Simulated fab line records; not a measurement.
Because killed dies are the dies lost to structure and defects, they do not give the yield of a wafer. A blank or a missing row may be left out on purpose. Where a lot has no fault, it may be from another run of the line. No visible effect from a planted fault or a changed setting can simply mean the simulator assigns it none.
The tool behind it: which one? + flow n5-finfet + 54 wafers from 18 lots sampled at 6 of the route's 1938 steps

## WHAT THE GAUGES SHOWED, per wafer
The record holds no reading of a measuring or inspecting step that can be judged against a usual standard deviation.

## TOOL THAT RAN EACH LOT (tool first, then ch and the chambers of the sampled wafers, then the start)
| lot  | N5_FIN_CUT_CUT_ETCH_27            | N5_FIN_CUT_STRIP_22               | N5_STI_FIN_REVEAL_ALD_14         | N5_STI_FIN_REVEAL_STRIP_24        | N5_DUMMY_GATE_ETCH_31             | N5_SD_EPI_N_ETCH_16               |
|------|-----------------------------------|-----------------------------------|----------------------------------|-----------------------------------|-----------------------------------|-----------------------------------|
| L074 | rie-diel-02 ch 0,1,3, day 2 03:37 | rie-diel-04 ch 0,2,3, day 2 05:12 | ald-sin-03 ch 0,1,3, day 2 05:28 | rie-diel-05 ch 0,1,2, day 2 11:07 | rie-diel-03 ch 1,2,3, day 3 00:13 | rie-diel-06 ch 0,1,2, day 3 02:34 |
| L075 | rie-diel-04 ch 1,2, day 2 09:50   | rie-diel-02 ch 0,3, day 2 10:07   | ald-sin-02 ch 0,1,2, day 2 10:55 | rie-diel-05 ch 0,1,3, day 2 17:23 | rie-diel-04 ch 1,2, day 3 05:58   | rie-diel-01 ch 0,3, day 3 08:24   |
| L077 | rie-diel-04 ch 0,1, day 2 21:31   | rie-diel-03 ch 1,2, day 2 21:47   | ald-sin-02 ch 0,1,2, day 2 22:07 | rie-diel-01 ch 0,3, day 3 03:47   | rie-diel-03 ch 2,3, day 3 16:58   | rie-diel-06 ch 1,2, day 3 20:11   |
| L078 | rie-diel-03 ch 2,3, day 3 03:26   | rie-diel-04 ch 1,2,3, day 3 03:43 | ald-sin-04 ch 0,1,3, day 3 04:00 | rie-diel-01 ch 2,3, day 3 09:43   | rie-diel-03 ch 2,3, day 3 21:55   | rie-diel-05 ch 0,1,2, day 4 00:35 |
| L079 | rie-diel-03 ch 0,2, day 3 09:32   | rie-diel-04 ch 0,1,2, day 3 09:57 | ald-sin-02 ch 0,1,2, day 3 10:12 | rie-diel-01 ch 1,2,3, day 3 15:49 | rie-diel-02 ch 0,1, day 4 03:50   | rie-diel-06 ch 1,2, day 4 06:45   |
| L081 | rie-diel-02 ch 0,2, day 3 21:17   | rie-diel-03 ch 2,3, day 3 21:34   | ald-sin-02 ch 1,3, day 3 22:04   | rie-diel-06 ch 1,2, day 4 03:41   | rie-diel-03 ch 0,3, day 4 16:19   | rie-diel-01 ch 2,3, day 4 18:52   |
| L082 | rie-diel-04 ch 2,3, day 4 05:20   | rie-diel-03 ch 0,2, day 4 05:40   | ald-sin-03 ch 0,1,3, day 4 05:55 | rie-diel-06 ch 0,1,2, day 4 11:32 | rie-diel-04 ch 0,2, day 5 01:23   | rie-diel-01 ch 0,1,3, day 5 06:15 |
| L083 | rie-diel-02 ch 0,3, day 4 10:15   | rie-diel-04 ch 1,2, day 4 10:32   | ald-sin-04 ch 1,2, day 4 10:50   | rie-diel-05 ch 0,1,3, day 4 17:17 | rie-diel-03 ch 1,3, day 5 07:46   | rie-diel-01 ch 0,1,3, day 5 10:17 |
| L085 | rie-diel-02 ch 1,2,3, day 4 23:56 | rie-diel-02 ch 0,1,2, day 5 00:13 | ald-sin-04 ch 1,2,3, day 5 00:33 | rie-diel-06 ch 1,2,3, day 5 06:13 | rie-diel-03 ch 0,2,3, day 5 20:37 | rie-diel-06 ch 2,3, day 5 22:58   |
| L086 | rie-diel-02 ch 0,2,3, day 5 03:32 | rie-diel-04 ch 0,1,2, day 5 03:48 | ald-sin-03 ch 0,1,2, day 5 05:08 | rie-diel-01 ch 0,1,2, day 5 10:46 | rie-diel-04 ch 1,2,3, day 6 03:26 | rie-diel-05 ch 0,1,2, day 6 05:53 |
| L087 | rie-diel-02 ch 0,1,2, day 5 11:43 | rie-diel-03 ch 1,3, day 5 11:59   | ald-sin-04 ch 1,2,3, day 5 12:14 | rie-diel-01 ch 2,3, day 5 17:52   | rie-diel-03 ch 0,1,3, day 6 07:12 | rie-diel-01 ch 0,2, day 6 09:31   |
| L088 | rie-diel-04 ch 1,2,3, day 5 15:24 | rie-diel-04 ch 0,2, day 5 15:40   | ald-sin-04 ch 2,3, day 5 15:55   | rie-diel-01 ch 0,2, day 5 21:38   | rie-diel-04 ch 0,1, day 6 09:58   | rie-diel-06 ch 2,3, day 6 12:34   |
| L089 | rie-diel-03 ch 0,1,3, day 5 22:07 | rie-diel-03 ch 0,2,3, day 5 22:23 | ald-sin-03 ch 0,1,2, day 5 22:37 | rie-diel-01 ch 0,2,3, day 6 04:19 | rie-diel-03 ch 1,2,3, day 6 16:43 | rie-diel-06 ch 1,2,3, day 6 20:09 |
| L090 | rie-diel-03 ch 0,1,3, day 6 03:28 | rie-diel-04 ch 1,2, day 6 03:44   | ald-sin-03 ch 0,1,2, day 6 04:03 | rie-diel-06 ch 1,2,3, day 6 10:16 | rie-diel-04 ch 1,2,3, day 6 23:01 | rie-diel-05 ch 0,1, day 7 01:27   |
| L091 | rie-diel-04 ch 1,2,3, day 6 09:30 | rie-diel-04 ch 1,2, day 6 09:46   | ald-sin-04 ch 0,1, day 6 10:01   | rie-diel-06 ch 1,3, day 6 16:17   | rie-diel-03 ch 0,1,2, day 7 04:21 | rie-diel-01 ch 0,2, day 7 06:40   |
| L092 | rie-diel-02 ch 1,2,3, day 6 15:48 | rie-diel-02 ch 1,2,3, day 6 16:04 | ald-sin-03 ch 1,2,3, day 6 16:19 | rie-diel-06 ch 0,1,3, day 6 21:58 | rie-diel-04 ch 1,2,3, day 7 10:27 | rie-diel-06 ch 0,2,3, day 7 12:53 |
| L093 | rie-diel-03 ch 1,2,3, day 6 22:00 | rie-diel-04 ch 0,3, day 6 22:23   | ald-sin-04 ch 0,1,2, day 6 22:56 | rie-diel-05 ch 0,2,3, day 7 04:33 | rie-diel-02 ch 0,1,2, day 7 17:05 | rie-diel-01 ch 0,2,3, day 7 20:14 |
| L097 | rie-diel-02 ch 0,1,3, day 7 22:49 | rie-diel-04 ch 1,2, day 7 23:05   | ald-sin-04 ch 1,2, day 7 23:20   | rie-diel-05 ch 0,1,3, day 8 05:00 | rie-diel-04 ch 0,1,2, day 8 20:37 | rie-diel-05 ch 0,1, day 8 23:09   |
- N5_FIN_CUT_CUT_ETCH_27: etches SiO2 in CHF3/O2, target depth 4 nm, overetch 2 nm, time 4.9 s.
- N5_FIN_CUT_STRIP_22: strips in N2/H2.
- N5_STI_FIN_REVEAL_ALD_14: deposits Si3N4, target thk 3 nm.
- N5_STI_FIN_REVEAL_STRIP_24: strips in N2/H2, time 90 s.
- N5_DUMMY_GATE_ETCH_31: etches SiO2 in C4F6/O2, target depth 82.5 nm, time 27.5 s.
- N5_SD_EPI_N_ETCH_16: etches SiO2 in CHF3/O2, target depth 5 nm.

## AS READ BY THE TOOLS THEMSELVES (means over the sampled wafers that have a number; for cases with no such wafer, the mark the record gives instead)
N5_FIN_CUT_CUT_ETCH_27. Usual: O2_flow_sccm 4.999 sccm, standard deviation 0.016; bias-w 170.0 W, standard deviation 0.5; drypump-motor-current-A 5.9 A, standard deviation 0.5; oes_f_703_au 0.75 a.u., standard deviation 0.039; oes-product-au 0.59 a.u., standard deviation 0.032; rf-vpp-V 525 V, standard deviation 5.9; showerhead-plenum-p-Torr 2.42 Torr, standard deviation 0.083; throttle-valve-pct 18.83 %, standard deviation 0.17.
| lot  | tool        | O2_flow_sccm (sccm) | bias-w (W) | drypump-motor-current-A (A) | oes_f_703_au (a.u.) | oes-product-au (a.u.) | rf-vpp-V (V) | showerhead-plenum-p-Torr (Torr) | throttle-valve-pct (%) | flag |
|------|-------------|---------------------|------------|-----------------------------|---------------------|-----------------------|--------------|---------------------------------|------------------------|------|
| L074 | rie-diel-02 | 4.993               | 170.0      | 6.0                         | 0.77                | 0.62                  | 529          | 2.46                            | 18.78                  |      |
| L075 | rie-diel-04 | 5.015               | 170.0      | 5.6                         | 0.80                | 0.62                  | 519          | 2.45                            | 18.78                  |      |
| L077 | rie-diel-04 | 4.985               | 169.6      | 6.2                         | 0.75                | 0.59                  | 528          | 2.39                            | 19.05                  |      |
| L078 | rie-diel-03 | 4.995               | 169.6      | 5.3                         | 0.76                | 0.61                  | 521          | 2.38                            | 18.69                  |      |
| L079 | rie-diel-03 | 5.013               | 170.0      | 5.5                         | 0.74                | 0.59                  | 523          | 2.37                            | 18.69                  |      |
| L081 | rie-diel-02 | 5.000               | 170.2      | 5.4                         | 0.80                | 0.65                  | 529          | 2.50                            | 18.66                  |      |
| L082 | rie-diel-04 | 4.996               | 170.0      | 5.6                         | 0.78                | 0.61                  | 523          | 2.45                            | 18.79                  |      |
| L083 | rie-diel-02 | 5.002               | 170.4      | 5.6                         | 0.78                | 0.62                  | 533          | 2.52                            | 18.80                  |      |
| L085 | rie-diel-02 | 4.992               | 169.8      | 6.3                         | 0.74                | 0.58                  | 525          | 2.40                            | 18.77                  |      |
| L086 | rie-diel-02 | 5.009               | 170.5      | 5.9                         | 0.75                | 0.60                  | 529          | 2.47                            | 18.79                  |      |
| L087 | rie-diel-02 | 4.998               | 170.0      | 5.8                         | 0.78                | 0.63                  | 526          | 2.42                            | 18.67                  |      |
| L088 | rie-diel-04 | 4.998               | 169.7      | 5.8                         | 0.76                | 0.59                  | 525          | 2.48                            | 18.84                  |      |
| L089 | rie-diel-03 | 4.998               | 170.1      | 5.9                         | 0.73                | 0.57                  | 524          | 2.33                            | 18.95                  |      |
| L090 | rie-diel-03 | 4.995               | 170.2      | 5.9                         | 0.73                | 0.58                  | 523          | 2.33                            | 18.95                  |      |
| L091 | rie-diel-04 | 4.995               | 169.6      | 5.8                         | 0.76                | 0.58                  | 524          | 2.48                            | 18.84                  |      |
| L092 | rie-diel-02 | 4.986               | 170.2      | 6.3                         | 0.73                | 0.58                  | 525          | 2.40                            | 18.79                  |      |
| L093 | rie-diel-03 | 5.010               | 170.1      | 5.7                         | 0.74                | 0.58                  | 521          | 2.36                            | 18.82                  |      |
| L097 | rie-diel-02 | 5.024               | 170.2      | 5.9                         | 0.74                | 0.59                  | 528          | 2.44                            | 18.83                  |      |

N5_FIN_CUT_STRIP_22. Usual: drypump-motor-current-A 5.9 A, standard deviation 0.44; oes-product-au 0.75 a.u., standard deviation 0.034; rf-vpp-V 54.0 V, standard deviation 2.3; showerhead-plenum-p-Torr 3.36 Torr, standard deviation 0.12; throttle-valve-pct 18.81 %, standard deviation 0.24.
| lot  | tool        | drypump-motor-current-A (A) | oes-product-au (a.u.) | rf-vpp-V (V) | showerhead-plenum-p-Torr (Torr) | throttle-valve-pct (%) | flag |
|------|-------------|-----------------------------|-----------------------|--------------|---------------------------------|------------------------|------|
| L074 | rie-diel-04 | 5.9                         | 0.76                  | 55.2         | 3.36                            | 18.67                  |      |
| L075 | rie-diel-02 | 5.6                         | 0.80                  | 53.8         | 3.51                            | 18.90                  |      |
| L077 | rie-diel-03 | 5.7                         | 0.75                  | 52.5         | 3.36                            | 18.99                  |      |
| L078 | rie-diel-04 | 5.8                         | 0.77                  | 53.2         | 3.46                            | 18.69                  |      |
| L079 | rie-diel-04 | 5.9                         | 0.76                  | 53.7         | 3.35                            | 18.91                  |      |
| L081 | rie-diel-03 | 5.3                         | 0.75                  | 53.0         | 3.31                            | 19.09                  |      |
| L082 | rie-diel-03 | 5.7                         | 0.73                  | 53.3         | 3.25                            | 19.06                  |      |
| L083 | rie-diel-04 | 5.8                         | 0.76                  | 53.5         | 3.45                            | 18.93                  |      |
| L085 | rie-diel-02 | 5.8                         | 0.78                  | 54.2         | 3.38                            | 18.72                  |      |
| L086 | rie-diel-04 | 5.9                         | 0.76                  | 53.8         | 3.35                            | 18.90                  |      |
| L087 | rie-diel-03 | 5.7                         | 0.75                  | 51.4         | 3.25                            | 18.81                  |      |
| L088 | rie-diel-04 | 6.1                         | 0.75                  | 55.8         | 3.24                            | 18.92                  |      |
| L089 | rie-diel-03 | 5.5                         | 0.72                  | 53.9         | 3.25                            | 19.03                  |      |
| L090 | rie-diel-04 | 5.6                         | 0.76                  | 52.7         | 3.40                            | 18.85                  |      |
| L091 | rie-diel-04 | 5.7                         | 0.75                  | 53.4         | 3.40                            | 18.88                  |      |
| L092 | rie-diel-02 | 6.3                         | 0.72                  | 53.4         | 3.35                            | 18.74                  |      |
| L093 | rie-diel-04 | 6.1                         | 0.72                  | 55.2         | 3.38                            | 18.63                  |      |
| L097 | rie-diel-04 | 5.6                         | 0.74                  | 54.5         | 3.40                            | 18.90                  |      |

N5_STI_FIN_REVEAL_ALD_14. Usual: heater-power-outer-w 535 W, standard deviation 81; heater-power-w 841 W, standard deviation 110.
| lot  | tool       | heater-power-outer-w (W) | heater-power-w (W) | flag |
|------|------------|--------------------------|--------------------|------|
| L074 | ald-sin-03 | 567                      | 907                |      |
| L075 | ald-sin-02 | 508                      | 834                |      |
| L077 | ald-sin-02 | 513                      | 823                |      |
| L078 | ald-sin-04 | 457                      | 732                |      |
| L079 | ald-sin-02 | 516                      | 839                |      |
| L081 | ald-sin-02 | 584                      | 870                |      |
| L082 | ald-sin-03 | 559                      | 884                |      |
| L083 | ald-sin-04 | 562                      | 909                |      |
| L085 | ald-sin-04 | 547                      | 850                |      |
| L086 | ald-sin-03 | 585                      | 931                |      |
| L087 | ald-sin-04 | 543                      | 861                |      |
| L088 | ald-sin-04 | 522                      | 804                |      |
| L089 | ald-sin-03 | 582                      | 923                |      |
| L090 | ald-sin-03 | 596                      | 930                |      |
| L091 | ald-sin-04 | 478                      | 789                |      |
| L092 | ald-sin-03 | 602                      | 920                |      |
| L093 | ald-sin-04 | 523                      | 843                |      |
| L097 | ald-sin-04 | 573                      | 908                |      |

N5_STI_FIN_REVEAL_STRIP_24. Usual: drypump-motor-current-A 5.7 A, standard deviation 0.57; oes-product-au 0.78 a.u., standard deviation 0.076; rf-vpp-V 45.3 V, standard deviation 0.85; showerhead-plenum-p-Torr 3.42 Torr, standard deviation 0.093; throttle-valve-pct 12.24 %, standard deviation 0.23.
| lot  | tool        | drypump-motor-current-A (A) | oes-product-au (a.u.) | rf-vpp-V (V) | showerhead-plenum-p-Torr (Torr) | throttle-valve-pct (%) | flag |
|------|-------------|-----------------------------|-----------------------|--------------|---------------------------------|------------------------|------|
| L074 | rie-diel-05 | 5.8                         | 0.77                  | 45.9         | 3.48                            | 12.30                  |      |
| L075 | rie-diel-05 | 6.0                         | 0.85                  | 45.1         | 3.50                            | 12.06                  |      |
| L077 | rie-diel-01 | 5.2                         | 0.81                  | 45.2         | 3.42                            | 12.29                  |      |
| L078 | rie-diel-01 | 5.8                         | 0.77                  | 45.4         | 3.51                            | 12.39                  |      |
| L079 | rie-diel-01 | 5.8                         | 0.74                  | 45.5         | 3.45                            | 12.46                  |      |
| L081 | rie-diel-06 | 5.7                         | 0.75                  | 44.7         | 3.41                            | 12.05                  |      |
| L082 | rie-diel-06 | 5.6                         | 0.80                  | 45.8         | 3.39                            | 12.08                  |      |
| L083 | rie-diel-05 | 6.0                         | 0.81                  | 45.6         | 3.49                            | 12.10                  |      |
| L085 | rie-diel-06 | 5.9                         | 0.75                  | 46.0         | 3.41                            | 12.22                  |      |
| L086 | rie-diel-01 | 5.7                         | 0.77                  | 45.1         | 3.37                            | 12.30                  |      |
| L087 | rie-diel-01 | 5.8                         | 0.75                  | 44.7         | 3.50                            | 12.43                  |      |
| L088 | rie-diel-01 | 5.5                         | 0.83                  | 44.6         | 3.36                            | 12.13                  |      |
| L089 | rie-diel-01 | 5.5                         | 0.79                  | 44.6         | 3.42                            | 12.31                  |      |
| L090 | rie-diel-06 | 5.9                         | 0.73                  | 45.6         | 3.40                            | 12.25                  |      |
| L091 | rie-diel-06 | 5.4                         | 0.76                  | 45.8         | 3.37                            | 12.12                  |      |
| L092 | rie-diel-06 | 5.3                         | 0.80                  | 44.9         | 3.35                            | 12.15                  |      |
| L093 | rie-diel-05 | 5.8                         | 0.75                  | 45.0         | 3.46                            | 12.24                  |      |
| L097 | rie-diel-05 | 6.0                         | 0.78                  | 44.6         | 3.48                            | 12.18                  |      |

N5_DUMMY_GATE_ETCH_31. Usual: O2_flow_sccm 10.00 sccm, standard deviation 0.032; bias-w 185.0 W, standard deviation 0.57; drypump-motor-current-A 5.8 A, standard deviation 0.46; oes_f_703_au 0.747 a.u., standard deviation 0.029; oes-product-au 0.740 a.u., standard deviation 0.029; rf-vpp-V 666 V, standard deviation 6.8; showerhead-plenum-p-Torr 2.84 Torr, standard deviation 0.094; throttle-valve-pct 21.19 %, standard deviation 0.18.
| lot  | tool        | O2_flow_sccm (sccm) | bias-w (W) | drypump-motor-current-A (A) | oes_f_703_au (a.u.) | oes-product-au (a.u.) | rf-vpp-V (V) | showerhead-plenum-p-Torr (Torr) | throttle-valve-pct (%) | flag |
|------|-------------|---------------------|------------|-----------------------------|---------------------|-----------------------|--------------|---------------------------------|------------------------|------|
| L074 | rie-diel-03 | 10.00               | 184.3      | 5.7                         | 0.760               | 0.755                 | 663          | 2.81                            | 21.11                  |      |
| L075 | rie-diel-04 | 10.01               | 185.3      | 5.6                         | 0.795               | 0.780                 | 660          | 2.90                            | 21.10                  |      |
| L077 | rie-diel-03 | 9.97                | 184.7      | 5.3                         | 0.754               | 0.756                 | 662          | 2.81                            | 21.03                  |      |
| L078 | rie-diel-03 | 10.03               | 184.9      | 5.3                         | 0.763               | 0.755                 | 662          | 2.77                            | 21.17                  |      |
| L079 | rie-diel-02 | 9.97                | 184.9      | 5.5                         | 0.803               | 0.818                 | 673          | 2.92                            | 21.04                  |      |
| L081 | rie-diel-03 | 9.95                | 185.0      | 5.7                         | 0.722               | 0.725                 | 666          | 2.73                            | 21.34                  |      |
| L082 | rie-diel-04 | 9.99                | 185.0      | 6.0                         | 0.752               | 0.759                 | 670          | 2.77                            | 21.39                  |      |
| L083 | rie-diel-03 | 9.96                | 185.8      | 5.7                         | 0.754               | 0.745                 | 663          | 2.77                            | 21.28                  |      |
| L085 | rie-diel-03 | 10.00               | 185.0      | 5.5                         | 0.726               | 0.729                 | 663          | 2.76                            | 21.20                  |      |
| L086 | rie-diel-04 | 10.01               | 185.0      | 5.8                         | 0.765               | 0.744                 | 665          | 2.93                            | 21.16                  |      |
| L087 | rie-diel-03 | 10.00               | 185.0      | 5.9                         | 0.732               | 0.725                 | 665          | 2.76                            | 21.28                  |      |
| L088 | rie-diel-04 | 10.01               | 185.2      | 6.2                         | 0.738               | 0.731                 | 670          | 2.81                            | 21.44                  |      |
| L089 | rie-diel-03 | 9.98                | 185.3      | 5.7                         | 0.740               | 0.724                 | 662          | 2.79                            | 21.13                  |      |
| L090 | rie-diel-04 | 9.99                | 184.9      | 5.8                         | 0.760               | 0.734                 | 664          | 2.93                            | 21.17                  |      |
| L091 | rie-diel-03 | 10.00               | 185.4      | 5.9                         | 0.720               | 0.718                 | 664          | 2.79                            | 21.15                  |      |
| L092 | rie-diel-04 | 10.00               | 184.4      | 5.8                         | 0.752               | 0.732                 | 665          | 2.92                            | 21.18                  |      |
| L093 | rie-diel-02 | 10.00               | 184.4      | 5.8                         | 0.764               | 0.766                 | 667          | 2.86                            | 21.02                  |      |
| L097 | rie-diel-04 | 9.99                | 185.6      | 5.9                         | 0.747               | 0.732                 | 664          | 2.84                            | 21.31                  |      |

N5_SD_EPI_N_ETCH_16. Usual: O2_flow_sccm 5.000 sccm, standard deviation 0.016; bias-w 170.0 W, standard deviation 0.5; drypump-motor-current-A 5.6 A, standard deviation 0.54; oes_f_703_au 0.78 a.u., standard deviation 0.071; oes-product-au 0.78 a.u., standard deviation 0.076; rf-vpp-V 530 V, standard deviation 7.1; showerhead-plenum-p-Torr 2.44 Torr, standard deviation 0.068; throttle-valve-pct 18.99 %, standard deviation 0.21.
| lot  | tool        | O2_flow_sccm (sccm) | bias-w (W) | drypump-motor-current-A (A) | oes_f_703_au (a.u.) | oes-product-au (a.u.) | rf-vpp-V (V) | showerhead-plenum-p-Torr (Torr) | throttle-valve-pct (%) | flag |
|------|-------------|---------------------|------------|-----------------------------|---------------------|-----------------------|--------------|---------------------------------|------------------------|------|
| L074 | rie-diel-06 | 5.009               | 170.0      | 5.6                         | 0.82                | 0.83                  | 528          | 2.43                            | 18.85                  |      |
| L075 | rie-diel-01 | 4.988               | 169.5      | 5.2                         | 0.79                | 0.79                  | 535          | 2.46                            | 19.19                  |      |
| L077 | rie-diel-06 | 4.995               | 169.7      | 6.1                         | 0.74                | 0.74                  | 528          | 2.47                            | 18.94                  |      |
| L078 | rie-diel-05 | 5.014               | 169.9      | 5.8                         | 0.75                | 0.76                  | 537          | 2.48                            | 19.01                  |      |
| L079 | rie-diel-06 | 5.015               | 170.0      | 6.1                         | 0.74                | 0.74                  | 529          | 2.47                            | 18.95                  |      |
| L081 | rie-diel-01 | 4.997               | 170.0      | 5.5                         | 0.76                | 0.75                  | 530          | 2.50                            | 19.23                  |      |
| L082 | rie-diel-01 | 4.997               | 170.2      | 5.4                         | 0.76                | 0.77                  | 533          | 2.41                            | 19.13                  |      |
| L083 | rie-diel-01 | 4.989               | 170.5      | 5.4                         | 0.75                | 0.76                  | 532          | 2.41                            | 19.13                  |      |
| L085 | rie-diel-06 | 4.993               | 170.3      | 6.3                         | 0.72                | 0.72                  | 528          | 2.45                            | 19.04                  |      |
| L086 | rie-diel-05 | 5.007               | 170.2      | 5.8                         | 0.73                | 0.74                  | 536          | 2.48                            | 19.03                  |      |
| L087 | rie-diel-01 | 4.990               | 170.0      | 5.5                         | 0.81                | 0.82                  | 533          | 2.41                            | 18.93                  |      |
| L088 | rie-diel-06 | 5.011               | 170.1      | 6.3                         | 0.72                | 0.72                  | 529          | 2.45                            | 19.05                  |      |
| L089 | rie-diel-06 | 4.998               | 170.1      | 5.8                         | 0.74                | 0.74                  | 525          | 2.44                            | 18.99                  |      |
| L090 | rie-diel-05 | 4.999               | 169.9      | 6.0                         | 0.76                | 0.77                  | 538          | 2.48                            | 18.96                  |      |
| L091 | rie-diel-01 | 4.993               | 170.3      | 5.5                         | 0.80                | 0.82                  | 533          | 2.40                            | 18.95                  |      |
| L092 | rie-diel-06 | 5.006               | 170.3      | 5.8                         | 0.77                | 0.77                  | 529          | 2.41                            | 18.98                  |      |
| L093 | rie-diel-01 | 5.003               | 169.2      | 5.5                         | 0.77                | 0.77                  | 530          | 2.44                            | 19.11                  |      |
| L097 | rie-diel-05 | 5.007               | 170.5      | 6.3                         | 0.71                | 0.71                  | 532          | 2.43                            | 18.97                  |      |

## THE ANSWER, worked out from the rows above alone
Rule: a lot counts as off when the mean over its wafers that have a number is more than 3 standard deviations away from the usual mean. Also off: a lot with no number at a reading for which 4 or more lots have one. All remaining lots with rows at the step are treated as sound. The gauges are gone through in route order, then the tools' own readings, and for those a lot's mean is taken as printed above. At the first step where some lot is off, the reading lying furthest off is the one used; lots without a number count as furthest.
Nothing can be told from this: no lot is off at any reading shown.

## WHAT THE SIMULATOR HAD PUT IN
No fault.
